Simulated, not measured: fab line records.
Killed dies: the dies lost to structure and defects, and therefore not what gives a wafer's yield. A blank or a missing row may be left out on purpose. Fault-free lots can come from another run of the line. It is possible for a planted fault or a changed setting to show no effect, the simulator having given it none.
fab line records    flow nandHarc    part 1 of 2: steps 1 to 27 of 40
record: lots: 5  wafers: 15  lastDay: 24
route steps=1159 shown A_M0@1025 A_M1@1026 A_BONDPAD@1059
lots with no fault: from the same line, run without faults
startH: hours from the record's opening day to when the first of the lot's shown wafers began    waitH: hours from the lot's prior step to this one    " identical to the entry in the row above    L1.1+2: one row covering several wafers at once    - either no value or no given start    * or withheld: withheld    < > ~ a bound
route shown NAME@n: names a module that has steps shown in the file, with the first one's number in the route    usual: mean/standard deviation of fault-free wafers    same: alike in all rows    chamber/n: place in a boat    sites: per-site readings    _std_site: standard deviation of those values    _edge_site: inner sites' mean taken away from outer sites' mean    radiusMm: for every site, how far away it sits from the centre of the wafer    mask NAME#n: copy n    behind: the tool/chamber that last shaped the wafer    hold: reason for holding the lot/hours on hold/outcome of the hold    device: the n, p or np transistor that did not switch    end of line: the route-end tests of the same wafers    a step with no rows: only its recipe    killed: count of dies lost to structure and defects at first sort (not the wafer's yield)    map: a wafer's dies, x killed, . not, _ none there
set.NAME: the run value of the setting; set.NAME@STEP: its run value at that earlier step    model.NAME: the simulator's own value behind a step, which no gauge read
lots at selected steps of the route; one table per step, one row per wafer
services: when a tool's chamber went out of use (startH, in hours from the record's first day, below 0 if earlier), for how many hours, and the reason
== steps ==
step: NHARC_A_M0_DEP_32
recipe: targetThkA: 300  tempC: 370  targetThkNm: 30  pressureTorr: 3  flowSccm: 200  rfW: 450  material: SiCN
usual: heaterPowerW: 591/65
lot.wafer  tool      chamber  startH  waitH  heaterPowerW
L076.3     pecvd-04  0        409.09  0.1    664
L076.5     "         1        "       "      620
L076.4     "         2        "       "      493
L078.2     pecvd-01  0        416.37  0.1    627
L078.4     "         1        "       "      547
L078.5     "         2        "       "      516
L079.2     pecvd-04  2        432.79  0.1    575
L079.6     "         0        "       "      699
L079.4     "         1        "       "      630
L093.2     pecvd-03  2        515.09  0.1    440
L093.4     "         2        "       "      433
L093.6     "         1        "       "      647
L096.1     pecvd-01  0        539.98  0.1    613
L096.2     "         1        "       "      542
L096.6     "         1        "       "      561
step: NHARC_A_M1_DEP_00
recipe: targetThkA: 1825  targetThkNm: 182.5  tempC: withheld  pressureTorr: 5  flowSccm: 200  rfW: 600  material: SiOC
lot.wafer   tool      chamber  startH  waitH
L076.3+5+4  pecvd-03  1,2,1    409.53  -
L078.2+5+4  pecvd-01  1,2,0    -       -
L079.2+6+4  pecvd-04  2,2,0    -       -
L093.2+4+6  pecvd-03  1,1,2    -       -
L096.2+1+6  pecvd-04  2,1,2    540.36  -
step: NHARC_A_M1_DEHYDRATE_01
recipe: tempC: 150  timeS: 120
lot.wafer   tool           chamber  startH  waitH
L076.3+4+5  lithoTrack-04  0        409.88  -
L078.2+4+5  lithoTrack-04  0        417.08  -
L079.2+4+6  lithoTrack-06  0        433.59  -
L093.2+4+6  lithoTrack-01  0        515.91  -
L096.1+2+6  lithoTrack-06  0        540.76  -
step: NHARC_A_M1_HMDS_02
recipe: timeS: 30
lot.wafer   tool           chamber  startH  waitH
L076.3+4+5  lithoTrack-04  0        -       -
L078.2+4+5  lithoTrack-04  0        -       -
L079.2+4+6  lithoTrack-06  0        -       -
L093.2+4+6  lithoTrack-01  0        -       -
L096.1+2+6  lithoTrack-06  0        -       -
step: NHARC_A_M1_COAT_34
recipe: tempC: 200  timeS: 65
lot.wafer   tool           chamber  startH  waitH
L076.3+4+5  lithoTrack-04  0        -       -
L078.2+4+5  lithoTrack-04  0        -       -
L079.2+4+6  lithoTrack-06  0        -       -
L093.2+4+6  lithoTrack-01  0        -       -
L096.1+2+6  lithoTrack-06  0        -       -
step: NHARC_A_M1_COAT_03
recipe: spinRpm: 1500  resistThkNm: 90
lot.wafer   tool           chamber  startH  waitH
L076.3+4+5  lithoTrack-04  0        -       -
L078.2+4+5  lithoTrack-04  0        -       -
L079.2+4+6  lithoTrack-06  0        -       -
L093.2+4+6  lithoTrack-01  0        -       -
L096.1+2+6  lithoTrack-06  0        -       -
step: NHARC_A_M1_SOFTBAKE_04
recipe: tempC: 105  timeS: 55
lot.wafer   tool           chamber  startH  waitH
L076.3+4+5  lithoTrack-04  0        -       -
L078.2+4+5  lithoTrack-04  0        -       -
L079.2+4+6  lithoTrack-06  0        -       -
L093.2+4+6  lithoTrack-01  0        -       -
L096.1+2+6  lithoTrack-06  0        -       -
step: NHARC_A_M1_EBR_05
lot.wafer   tool           chamber  startH  waitH
L076.3+4+5  lithoTrack-04  0        -       -
L078.2+4+5  lithoTrack-04  0        -       -
L079.2+4+6  lithoTrack-06  0        -       -
L093.2+4+6  lithoTrack-01  0        -       -
L096.1+2+6  lithoTrack-06  0        -       -
step: NHARC_A_M1_EXPOSE_06
recipe: na: 1.35  targetCdNm: 120  doseMj: 75.13  maskId: A_M1
usual: exposureDoseMJCm2: 74.97/0.18
lot.wafer  tool            chamber  startH  waitH  mask    exposureDoseMJCm2
L076.3     arfiScanner-02  0        410.05  -      A_M1#0  75.07
L076.4     "               0        "       "      A_M1#0  75.06
L076.5     "               0        "       "      A_M1#0  75.11
L078.2     arfiScanner-02  0        417.38  -      A_M1#0  75.07
L078.4     "               0        "       "      A_M1#0  75.08
L078.5     "               0        "       "      A_M1#0  75.15
L079.2     arfiScanner-01  0        433.76  -      A_M1#0  75.04
L079.4     "               0        "       "      A_M1#0  75.07
L079.6     "               0        "       "      A_M1#0  75.12
L093.2     arfiScanner-02  0        516.20  -      A_M1#0  75.02
L093.4     "               0        "       "      A_M1#0  75.04
L093.6     "               0        "       "      A_M1#0  74.97
L096.1     arfiScanner-02  0        541.05  -      A_M1#0  75.03
L096.2     "               0        "       "      A_M1#0  75.07
L096.6     "               0        "       "      A_M1#0  74.99
step: NHARC_A_M1_PEB_07
recipe: pebTempC: 100  pebTimeS: 65
same: pebTimeS: 65
lot.wafer   tool           chamber  startH  waitH
L076.3+4+5  lithoTrack-01  0        410.10  0.0
L078.2+4+5  lithoTrack-06  0        417.44  0.1
L079.2+4+6  lithoTrack-01  0        433.81  0.1
L093.2+4+6  lithoTrack-04  0        516.26  0.1
L096.1+2+6  lithoTrack-04  0        541.11  0.1
step: NHARC_A_M1_DEVELOP_08
recipe: developTimeS: 35  devTempC: 23
lot.wafer   tool           chamber  startH  waitH
L076.3+4+5  lithoTrack-01  0        -       -
L078.2+4+5  lithoTrack-06  0        -       -
L079.2+4+6  lithoTrack-01  0        -       -
L093.2+4+6  lithoTrack-04  0        -       -
L096.1+2+6  lithoTrack-04  0        -       -
step: NHARC_A_M1_CD_MEAS_09
recipe: targetCdNm: 120  landingEnergyEv: 500
usual: cdNm: 120.1/0.65
lot.wafer  tool      chamber  startH  waitH  cdNm
L076.3     cdSem-01  0        410.18  -      119.9
L076.4     "         0        "       "      119.5
L076.5     "         0        "       "      120.6
L078.2     cdSem-01  0        417.52  -      120.0
L078.4     "         0        "       "      120.0
L078.5     "         0        "       "      118.8
L079.2     cdSem-01  0        433.89  -      119.8
L079.4     "         0        "       "      119.9
L079.6     "         0        "       "      120.3
L093.2     cdSem-01  0        516.34  -      120.1
L093.4     "         0        "       "      119.5
L093.6     "         0        "       "      119.3
L096.1     cdSem-01  0        541.19  -      119.8
L096.2     "         0        "       "      121.1
L096.6     "         0        "       "      120.1
step: NHARC_A_M1_OVL_MEAS_10
recipe: pitchNm: 240
usual: overlayXNm: -0.1/0.94  overlayYNm: -0.1/0.86
lot.wafer  tool        chamber  startH  waitH  overlayXNm  overlayYNm
L076.3     overlay-02  -        410.27  -      -0.3        -0.3
L076.4     "           -        "       "      -0.7        -1.0
L076.5     "           -        "       "      -0.9        -0.3
L078.2     overlay-02  -        417.60  -      0.7         1.7
L078.4     "           -        "       "      0.9         1.1
L078.5     "           -        "       "      1.1         1.8
L079.2     overlay-02  -        433.98  -      -1.3        0.4
L079.4     "           -        "       "      -2.0        -0.5
L079.6     "           -        "       "      -2.0        -0.2
L093.2     overlay-01  -        516.43  -      0.3         0.7
L093.4     "           -        "       "      -0.3        -0.3
L093.6     "           -        "       "      -0.2        0.3
L096.1     overlay-02  -        541.28  -      -1.3        1.9
L096.2     "           -        "       "      -1.4        1.7
L096.6     "           -        "       "      -1.4        0.8
step: NHARC_A_M1_INSPECT_11
usual: rawDefectCount: 32/15
lot.wafer  tool              chamber  startH  waitH  rawDefectCount
L076.3     defectInspect-02  -        410.30  0.0    26
L076.4     "                 -        "       "      25
L076.5     "                 -        "       "      14
L078.2     defectInspect-01  -        417.64  0.0    45
L078.4     "                 -        "       "      30
L078.5     "                 -        "       "      37
L079.2     defectInspect-01  -        434.01  0.0    13
L079.4     "                 -        "       "      15
L079.6     "                 -        "       "      17
L093.2     defectInspect-02  -        516.46  0.0    25
L093.4     "                 -        "       "      29
L093.6     "                 -        "       "      33
L096.1     defectInspect-02  -        541.32  0.0    15
L096.2     "                 -        "       "      20
L096.6     "                 -        "       "      18
step: NHARC_A_M1_DESCUM_14
recipe: timeS: 3  o2FlowSccm: 200  arFlowSccm: 0  biasPowerW: 0  chemistry: O2
usual: drypumpMotorCurrentA: 5.7/0.39  oesProductAu: 1.000/0.011  rfVppV: 57.8/0.89  showerheadPlenumPTorr: 1.92/0.092  throttleValvePct: 11.310/0.0087
lot.wafer  tool        chamber  startH  waitH  drypumpMotorCurrentA  oesProductAu  rfHoursCounterH  rfVppV  showerheadPlenumPTorr  throttleValvePct
L076.4     rieDiel-08  0        410.37  0.1    6.1                   0.997         6.2              58.6    1.96                   11.322
L076.3     "           1        "       "      5.6                   1.001         5.6              58.4    1.88                   11.317
L076.5     "           0        "       "      6.1                   0.987         -                57.6    1.95                   11.314
L078.2     rieDiel-01  0        417.70  0.1    5.4                   1.002         2.4              58.7    2.00                   11.331
L078.4     "           3        "       "      6.1                   0.984         2.5              56.7    1.80                   11.303
L078.5     "           1        "       "      6.1                   1.000         -                58.9    1.85                   11.323
L079.2     rieDiel-01  2        434.08  0.1    5.0                   0.984         3.0              58.0    1.93                   11.321
L079.4     "           0        "       "      5.3                   1.005         2.9              56.9    2.00                   11.291
L079.6     "           2        "       "      5.0                   0.985         -                58.4    1.93                   11.312
L093.2     rieDiel-08  1        516.52  0.1    5.6                   1.000         1.9              57.1    1.88                   11.311
L093.4     "           2        "       "      6.2                   1.000         1.9              56.9    1.78                   11.316
L093.6     "           1        "       "      5.6                   0.997         -                58.0    1.88                   11.307
L096.2     rieDiel-01  3        541.38  0.1    6.1                   0.991         0.9              58.0    1.80                   11.308
L096.1     "           0        "       "      5.3                   0.982         0.9              57.7    2.00                   11.311
L096.6     "           3        "       "      6.1                   0.998         -                56.4    1.80                   11.311
step: NHARC_A_M1_ETCH_35
recipe: targetDepthA: 400  overetchA: 120  timeS: 43.94  ionEnergyEv: 200  n2FlowSccm: 150  h2FlowSccm: 150  arFlowSccm: 0  rfW: 400  biasW: 150  chemistry: N2/H2
usual: drypumpMotorCurrentA: 5.7/0.39  oesProductAu: 1.000/0.01  rfVppV: 430.9/2.8  showerheadPlenumPTorr: 2.05/0.098  throttleValvePct: 14.172/0.0091
lot.wafer  tool        chamber  startH  waitH  drypumpMotorCurrentA  oesProductAu  rfHoursCounterH  rfVppV  showerheadPlenumPTorr  throttleValvePct
L076.4     rieDiel-08  3        410.45  0.1    5.4                   1.012         7.0              435.5   2.18                   14.177
L076.3     "           2        "       "      6.2                   1.000         6.5              427.7   1.89                   14.176
L076.5     "           0        "       "      6.1                   0.998         -                431.7   2.09                   14.158
L078.4     rieDiel-01  0        417.79  0.1    5.3                   1.003         2.4              432.8   2.13                   14.167
L078.2     "           1        "       "      6.0                   0.992         2.4              429.1   1.97                   14.173
L078.5     "           3        "       "      6.1                   0.995         -                427.5   1.91                   14.167
L079.4     rieDiel-01  1        434.17  0.1    6.0                   0.999         2.9              429.1   1.96                   14.184
L079.2     "           3        "       "      6.1                   1.011         3.0              425.9   1.91                   14.167
L079.6     "           0        "       "      5.3                   1.012         -                433.5   2.13                   14.160
L093.2     rieDiel-08  1        516.61  0.1    5.6                   1.007         1.9              428.3   2.00                   14.166
L093.4     "           2        "       "      6.2                   0.997         1.9              426.3   1.89                   14.182
L093.6     "           0        "       "      6.2                   0.995         -                431.3   2.08                   14.173
L096.1     rieDiel-01  3        541.47  0.1    6.1                   0.997         0.9              426.4   1.91                   14.179
L096.2     "           1        "       "      6.0                   1.009         0.9              428.1   1.96                   14.182
L096.6     "           3        "       "      6.1                   0.997         -                427.7   1.91                   14.154
step: NHARC_A_M1_ETCH_15
recipe: targetDepthA: 1825  timeS: 91.2  c4f8FlowSccm: withheld  arFlowSccm: 400  rfW: 600  biasW: 300  chemistry: C4F8/Ar
usual: oesProductAu: 0.949/0.024  rfVppV: 440.9/3
lot.wafer  tool        chamber  startH  waitH  oesProductAu  rfHoursCounterH  rfVppV
L076.3     rieDiel-08  2        -       -      0.923         6.5              434.6
L076.4     "           0        "       "      0.904         6.3              440.8
L076.5     "           1        "       "      0.932         -                439.1
L078.4     rieDiel-01  1        -       -      0.968         2.4              437.8
L078.2     "           2        "       "      0.965         2.5              441.7
L078.5     "           3        "       "      0.968         -                438.2
L079.2     rieDiel-01  2        -       -      0.921         3.1              441.3
L079.4     "           0        "       "      0.940         2.9              443.6
L079.6     "           2        "       "      0.918         -                440.9
L093.4     rieDiel-08  2        -       -      0.955         1.9              436.5
L093.2     "           0        "       "      0.914         1.7              441.3
L093.6     "           2        "       "      0.954         -                436.7
L096.2     rieDiel-01  0        -       -      0.958         0.9              442.3
L096.1     "           1        "       "      0.989         1.0              438.6
L096.6     "           3        "       "      0.959         -                437.5
step: NHARC_A_M1_CD_MEAS_16
usual: cdNm: 119.8/0.79
lot.wafer  tool      chamber  startH  waitH  cdNm
L076.3     cdSem-01  -        410.67  -      119.2
L076.4     "         -        "       "      118.0
L076.5     "         -        "       "      119.6
L078.2     cdSem-01  -        418.01  -      120.0
L078.4     "         -        "       "      120.5
L078.5     "         -        "       "      119.2
L079.2     cdSem-01  -        434.38  -      119.3
L079.4     "         -        "       "      120.1
L079.6     "         -        "       "      120.8
L093.2     cdSem-01  -        516.83  -      120.7
L093.4     "         -        "       "      119.5
L093.6     "         -        "       "      118.4
L096.1     cdSem-03  -        541.68  -      120.0
L096.2     "         -        "       "      120.9
L096.6     "         -        "       "      120.1
step: NHARC_A_M1_STRIP_18
recipe: powerW: 1000  n2FlowSccm: 150  h2FlowSccm: 150  arFlowSccm: 0  biasW: 0  chemistry: N2/H2
usual: drypumpMotorCurrentA: 5.6/0.4  oesProductAu: 1.001/0.01  rfVppV: 90.7/0.97  showerheadPlenumPTorr: 2.05/0.1  throttleValvePct: 14.170/0.0091
lot.wafer  tool        chamber  startH  waitH  drypumpMotorCurrentA  oesProductAu  rfHoursCounterH  rfVppV  showerheadPlenumPTorr  throttleValvePct
L076.4     rieDiel-01  2        410.74  0.1    5.0                   1.001         2                91.1    2.06                   14.169
L076.3     "           1        "       "      6.0                   1.004         2                90.4    1.97                   14.165
L076.5     "           3        "       "      6.1                   1.001         -                90.0    1.91                   14.171
L078.2     rieDiel-12  2        418.13  0.1    5.6                   0.992         3                92.2    2.10                   14.177
L078.4     "           3        "       "      6.0                   1.002         3                91.3    2.18                   14.173
L078.5     "           0        "       "      5.7                   1.022         -                91.3    1.97                   14.162
L079.4     rieDiel-12  0        434.46  0.1    5.7                   1.026         5                89.5    1.97                   14.165
L079.2     "           3        "       "      6.0                   1.001         5                91.1    2.18                   14.161
L079.6     "           1        "       "      5.2                   0.994         -                92.8    2.19                   14.162
L093.2     rieDiel-01  1        516.95  0.1    6.0                   1.007         0                88.1    1.96                   14.180
L093.4     "           2        "       "      5.0                   0.994         0                89.9    2.06                   14.174
L093.6     "           0        "       "      5.3                   1.002         -                91.6    2.13                   14.155
L096.1     rieDiel-08  3        541.79  0.1    5.5                   0.994         3                92.4    2.17                   14.178
L096.2     "           1        "       "      5.6                   1.018         4                91.4    2.00                   14.181
L096.6     "           3        "       "      5.5                   0.995         -                91.9    2.18                   14.165
step: NHARC_A_M1_ETCH_28
recipe: targetDepthA: 300  overEtchFrac: 0.3  timeS: 72.99  ionEnergyEv: 150  cf4FlowSccm: 50  n2FlowSccm: 100  arFlowSccm: 150  rfW: 300  biasW: 100  chemistry: CF4/N2
usual: drypumpMotorCurrentA: 5.6/0.39  oesProductAu: 1.001/0.01  rfVppV: 314.6/2.2  showerheadPlenumPTorr: 2.65/0.12  throttleValvePct: 19.795/0.0097
lot.wafer  tool        chamber  startH  waitH  drypumpMotorCurrentA  oesProductAu  rfHoursCounterH  rfVppV  showerheadPlenumPTorr  throttleValvePct
L076.3     rieDiel-01  0        -       -      5.3                   1.008         2                316.6   2.74                   19.806
L076.4     "           1        "       "      6.0                   0.989         2                311.8   2.54                   19.797
L076.5     "           1        "       "      6.0                   0.998         -                313.3   2.54                   19.785
L078.2     rieDiel-12  2        -       -      5.6                   0.992         3                315.9   2.70                   19.798
L078.4     "           3        "       "      6.0                   0.989         3                317.0   2.79                   19.806
L078.5     "           2        "       "      5.6                   0.997         -                314.2   2.70                   19.790
L079.4     rieDiel-12  2        -       -      5.6                   0.996         5                315.8   2.70                   19.788
L079.2     "           3        "       "      6.0                   0.995         5                317.8   2.79                   19.780
L079.6     "           0        "       "      5.7                   1.027         -                313.7   2.55                   19.804
L093.4     rieDiel-01  3        -       -      6.1                   1.010         0                312.2   2.48                   19.809
L093.2     "           1        "       "      6.0                   1.001         0                312.3   2.54                   19.800
L093.6     "           3        "       "      6.1                   1.005         -                311.1   2.48                   19.783
L096.2     rieDiel-08  2        -       -      6.2                   0.993         4                310.1   2.45                   19.804
L096.1     "           1        "       "      5.6                   1.015         4                313.3   2.57                   19.797
L096.6     "           3        "       "      5.5                   0.987         -                318.0   2.79                   19.814
step: NHARC_A_M1_STRIP_19
recipe: timeS: 600  tempC: 30  chemistry: postEtchResidueRemover
usual: bathHeatDutyPct: 13.2/1.6
lot.wafer  tool         chamber  startH  waitH  bathHeatDutyPct
L076.5     wetBench-10  1        411.13  -      12.5
L076.4     "            2        "       "      14.2
L076.3     "            3        "       "      12.2
L078.5     wetBench-08  7        418.45  -      14.4
L078.2     "            0        "       "      13.9
L078.4     "            2        "       "      11.0
L079.6     wetBench-08  5        434.83  -      13.0
L079.4     "            7        "       "      16.1
L079.2     "            2        "       "      13.0
L093.6     wetBench-10  1        517.28  -      11.4
L093.2     "            2        "       "      15.8
L093.4     "            4        "       "      12.4
L096.2     wetBench-08  4        542.13  -      11.7
L096.6     "            5        "       "      13.6
L096.1     "            0        "       "      12.9
step: NHARC_A_M1_DEGAS_29
recipe: tempC: 250  timeS: 60
usual: heaterPowerW: 307/28
lot.wafer  tool           chamber  startH  waitH  heaterPowerW
L076.4     pvdSputter-01  -        411.38  -      313
L076.3     "              -        "       "      331
L076.5     "              -        "       "      331
L078.2     pvdSputter-03  -        418.74  -      322
L078.4     "              -        "       "      317
L078.5     "              -        "       "      256
L079.2     pvdSputter-03  -        435.11  -      322
L079.4     "              -        "       "      308
L079.6     "              -        "       "      289
L093.4     pvdSputter-03  -        517.54  -      320
L093.2     "              -        "       "      299
L093.6     "              -        "       "      332
L096.1     pvdSputter-03  -        542.41  -      294
L096.2     "              -        "       "      319
L096.6     "              -        "       "      288
step: NHARC_A_M1_PRE_CLEAN_30
recipe: timeS: 30  tempC: 280  gas: H2/He
usual: heaterPowerW: 381/33
lot.wafer  tool           chamber  startH  waitH  heaterPowerW
L076.4     pvdSputter-01  -        -       -      427
L076.3     "              -        "       "      406
L076.5     "              -        "       "      460
L078.4     pvdSputter-03  -        -       -      408
L078.2     "              -        "       "      391
L078.5     "              -        "       "      324
L079.4     pvdSputter-03  -        -       -      392
L079.2     "              -        "       "      318
L079.6     "              -        "       "      393
L093.4     pvdSputter-03  -        -       -      395
L093.2     "              -        "       "      361
L093.6     "              -        "       "      385
L096.1     pvdSputter-03  -        -       -      337
L096.2     "              -        "       "      386
L096.6     "              -        "       "      415
step: NHARC_A_M1_PVD_20
recipe: targetThkA: 50  biasV: 168.6  powerW: 15000  chamberPressurePa: 0.12  timeS: 8.06  substrateTempC: 50  material: TaN
usual: throttleValvePct: 29.8/0.89
lot.wafer  tool           chamber  startH  waitH  throttleValvePct
L076.4     pvdSputter-01  -        -       -      29.8
L076.3     "              -        "       "      30.2
L076.5     "              -        "       "      29.6
L078.2     pvdSputter-03  -        -       -      30.4
L078.4     "              -        "       "      28.6
L078.5     "              -        "       "      28.8
L079.2     pvdSputter-03  -        -       -      28.7
L079.4     "              -        "       "      28.4
L079.6     "              -        "       "      28.9
L093.4     pvdSputter-03  -        -       -      29.0
L093.2     "              -        "       "      30.6
L093.6     "              -        "       "      30.5
L096.1     pvdSputter-03  -        -       -      30.5
L096.2     "              -        "       "      28.8
L096.6     "              -        "       "      28.0
step: NHARC_A_M1_PVD_21
recipe: targetThkA: 300  chamberPressurePa: 5  powerW: 5000  substrateTempC: 30  timeS: 20.49  material: Cu
usual: throttleValvePct: 29.8/0.93
lot.wafer  tool           chamber  startH  waitH  throttleValvePct
L076.4     pvdSputter-01  -        -       -      29.3
L076.3     "              -        "       "      29.8
L076.5     "              -        "       "      29.8
L078.2     pvdSputter-03  -        -       -      30.8
L078.4     "              -        "       "      30.5
L078.5     "              -        "       "      28.6
L079.2     pvdSputter-03  -        -       -      28.8
L079.4     "              -        "       "      30.9
L079.6     "              -        "       "      28.8
L093.2     pvdSputter-03  -        -       -      28.2
L093.4     "              -        "       "      30.4
L093.6     "              -        "       "      30.6
L096.1     pvdSputter-03  -        -       -      30.5
L096.2     "              -        "       "      30.8
L096.6     "              -        "       "      28.1
step: NHARC_A_M1_ECD_22
recipe: targetThkA: 4000  bathTempC: 25  material: Cu
usual: bathHeatDutyPct: 6.3/0.86
lot.wafer  tool      chamber  startH  waitH  bathHeatDutyPct
L076.4     ecdCu-02  1        411.87  -      6.9
L076.3     "         0        "       "      6.1
L076.5     "         0        "       "      5.4
L078.2     ecdCu-01  0        419.08  -      5.8
L078.4     "         1        "       "      7.4
L078.5     "         0        "       "      6.0
L079.2     ecdCu-02  0        435.54  -      4.7
L079.4     "         0        "       "      5.9
L079.6     "         0        "       "      5.3
L093.2     ecdCu-02  0        517.96  -      5.4
L093.4     "         0        "       "      6.0
L093.6     "         0        "       "      4.7
L096.1     ecdCu-01  0        542.76  -      5.4
L096.2     "         1        "       "      7.0
L096.6     "         1        "       "      6.5
step: NHARC_A_M1_ANNEAL_31
recipe: tempC: 225  timeS: 90
usual: wafer_temp_C_max: 226.2/0.53
lot.wafer  tool          chamber  startH  waitH  wafer_temp_C_max
L076.3     rtpAnneal-02  0        412.25  0.3    225.4
L076.4     "             0        "       "      225.4
L076.5     "             0        "       "      225.3
L078.2     rtpAnneal-01  0        419.51  0.4    226.4
L078.4     "             0        "       "      226.3
L078.5     "             0        "       "      226.8
L079.2     rtpAnneal-02  0        435.94  -      225.4
L079.4     "             0        "       "      225.6
L079.6     "             0        "       "      225.6
L093.2     rtpAnneal-01  0        518.34  -      226.6
L093.4     "             0        "       "      226.4
L093.6     "             0        "       "      226.8
L096.1     rtpAnneal-01  0        543.14  -      226.7
L096.2     "             0        "       "      226.3
L096.6     "             0        "       "      226.6
